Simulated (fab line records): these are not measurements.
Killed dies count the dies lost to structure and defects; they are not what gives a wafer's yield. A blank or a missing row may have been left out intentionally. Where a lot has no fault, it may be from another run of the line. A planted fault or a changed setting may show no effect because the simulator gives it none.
Matching of chambers	flow n5-finfet	N5_FIN_CUT_ETCH_20 on rie-diel-04: 4 sister chambers
The step etches SiARC in CF4, target depth 26 nm, time 43.3 s. 16 wafers are shown with their chamber, then 8 later ones without.

== EACH WAFER AND ITS CHAMBER ==
wafer	chamber	showerhead-plenum-p-Torr (Torr)	drypump-motor-current-A (A)	throttle-valve-pct (%)
L074.2	2	2.20	6.2	15.05
L074.5	2	2.20	6.2	15.03
L074.6	1	1.99	5.7	15.28
L077.1	2	2.19	6.2	15.07
L077.2	1	1.98	5.7	15.30
L077.3	0	2.11	5.8	15.82
L080.3	1	1.98	5.7	15.30
L080.4	3	2.05	5.2	15.49
L080.6	3	2.05	5.2	15.49
L082.2	2	2.19	6.2	15.07
L082.3	0	2.11	5.8	15.85
L082.6	1	1.98	5.7	15.32
L083.2	3	2.05	5.1	15.49
L083.5	3	2.05	5.1	15.49
L083.6	0	2.11	5.8	15.85
L085.1	1	1.98	5.7	15.32

SIGNATURES (means of the wafers above)
reading	chamber 0	chamber 1	chamber 2	chamber 3	scatter within a chamber
showerhead-plenum-p-Torr	2.1100	1.9820	2.1950	2.0500	0.00387
drypump-motor-current-A	5.800	5.700	6.200	5.150	0.0289
throttle-valve-pct	15.8400	15.3040	15.0550	15.4900	0.0153
Rule: a wafer lies at a distance from a chamber equal to the root of the sum of squares, over the readings, of (its reading less the chamber's mean, divided by the reading's scatter). The wafer belongs to the nearest chamber; if the next one is less than 2 further off, it can't be placed. How the scatter is found: for the shown wafers, subtract from each reading the mean of its chamber, square and add these, divide the total by (wafers less chambers), then take the root.

== WAFERS MISSING THEIR CHAMBER ==
wafer	showerhead-plenum-p-Torr (Torr)	drypump-motor-current-A (A)	throttle-valve-pct (%)
L085.3	2.19	6.2	15.08
L085.4	1.98	5.7	15.33
L093.1	2.05	5.1	15.55
L093.2	2.11	5.8	15.87
L093.6	2.05	5.2	15.52
L096.3	2.18	6.2	15.12
L096.4	1.97	5.8	15.36
L096.6	2.10	5.8	15.89

== WHICH CHAMBER EACH ONE RAN IN ==
wafer	from the rows above	in truth
L085.3	2	2
L085.4	1	1
L093.1	3	3
L093.2	0	0
L093.6	3	3
L096.3	2	2
L096.4	1	1
L096.6	0	0
Correct placement for 8 of the 8. Can't be placed from these rows: 0. Wrongly placed: 0.
